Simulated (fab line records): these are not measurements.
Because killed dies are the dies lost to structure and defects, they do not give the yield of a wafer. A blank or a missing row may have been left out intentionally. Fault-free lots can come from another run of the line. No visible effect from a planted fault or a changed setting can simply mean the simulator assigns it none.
Which of the tools did it? + flow nand-harc + 17 wafers from 6 lots sampled at 5 of the route's 1302 steps

== WHAT THE GAUGES SHOWED, per wafer ==
NHARC_END_SORT_01.
| lot  | measured     | on        | killed-at-array |
|------|--------------|-----------|-----------------|
| L960 | day 28 19:03 | prober-01 | 73 73           |

== WHICH TOOL RAN EACH LOT (tool, then ch and the chambers of the sampled wafers, then the start) ==
| lot  | NHARC_A_CHANNEL_HOLE_D2_ETCH_26  | NHARC_A_CHANNEL_HOLE_D2_ETCH_44    | NHARC_A_CHANNEL_FILL_D2_ALD_03                 | NHARC_A_CHANNEL_FILL_D2_ETCHBACK_08 |
|------|----------------------------------|------------------------------------|------------------------------------------------|-------------------------------------|
| L953 | har-etch-01 ch 0,1, day 14 01:30 | rie-diel-11 ch 0,1,2, day 14 02:25 | ald-sin-batch-01 ch 0, day 15 17:39 or earlier | rie-diel-05 ch 0,1, day 15 17:39    |
| L960 | har-etch-02 ch 0,1, day 17 13:50 | rie-diel-12 ch 1,2, day 17 14:44   | ald-sin-batch-02 ch 0, day 19 11:35 or earlier | rie-diel-05 ch 0,2, day 19 11:35    |
| L964 | har-etch-01 ch 0,1, day 18 16:14 | rie-diel-11 ch 0,1,2, day 18 17:11 | ald-sin-batch-02 ch 0, day 20 14:52 or earlier | rie-diel-05 ch 0,1,2, day 20 14:52  |
| L970 | har-etch-02 ch 0,1, day 21 05:45 | rie-diel-12 ch 1,2,3, day 21 06:38 | ald-sin-batch-03 ch 0, day 23 03:38 or earlier | rie-diel-02 ch 0,1, day 23 03:38    |
| L973 | har-etch-01 ch 0,1, day 22 12:27 | rie-diel-04 ch 1,2, day 22 13:19   | ald-sin-batch-03 ch 0, day 24 09:20 or earlier | rie-diel-05 ch 0,1, day 24 09:20    |
| L974 | har-etch-02 ch 0,1, day 23 01:52 | rie-diel-12 ch 0,1,2, day 23 02:48 | ald-sin-batch-03 ch 0, day 24 21:53 or earlier | rie-diel-06 ch 1,2,3, day 24 21:53  |
- NHARC_A_CHANNEL_HOLE_D2_ETCH_26: etches the open film in C4F8/O2/Ar, time 224.1 s, target depth 300 nm.
- NHARC_A_CHANNEL_HOLE_D2_ETCH_44: etches the open film in CF4/O2, target depth 140 nm, overetch 14 nm, time 77 s.
- NHARC_A_CHANNEL_FILL_D2_ALD_03: deposits SiNx, target thk 6 nm, pulse time 60 s, ald cycles 58.
- NHARC_A_CHANNEL_FILL_D2_ETCHBACK_08: etches the open film in C4F8, target depth 220 nm, time 110 s.

== THE ANSWER, worked out from the rows above alone ==
Rule: the lots themselves supply what counts as usual. The widest of any qualifying gaps counts: lots, ordered by their means at a reading, are off when they make up no more than a third of the lots, leave a main group of 4 or more, and stand apart from it by 3 or more times the standard deviation of that group's means. If all means in a main group match to the digits the tables above print for the reading, that group is not used. A lot without any number at a reading at which 4 lots or more have one is off too. All remaining lots with rows at the step are treated as sound.
No lot is off on any of the readings shown, so nothing can be concluded from this.

== WHAT WAS PUT IN BY THE SIMULATOR ==
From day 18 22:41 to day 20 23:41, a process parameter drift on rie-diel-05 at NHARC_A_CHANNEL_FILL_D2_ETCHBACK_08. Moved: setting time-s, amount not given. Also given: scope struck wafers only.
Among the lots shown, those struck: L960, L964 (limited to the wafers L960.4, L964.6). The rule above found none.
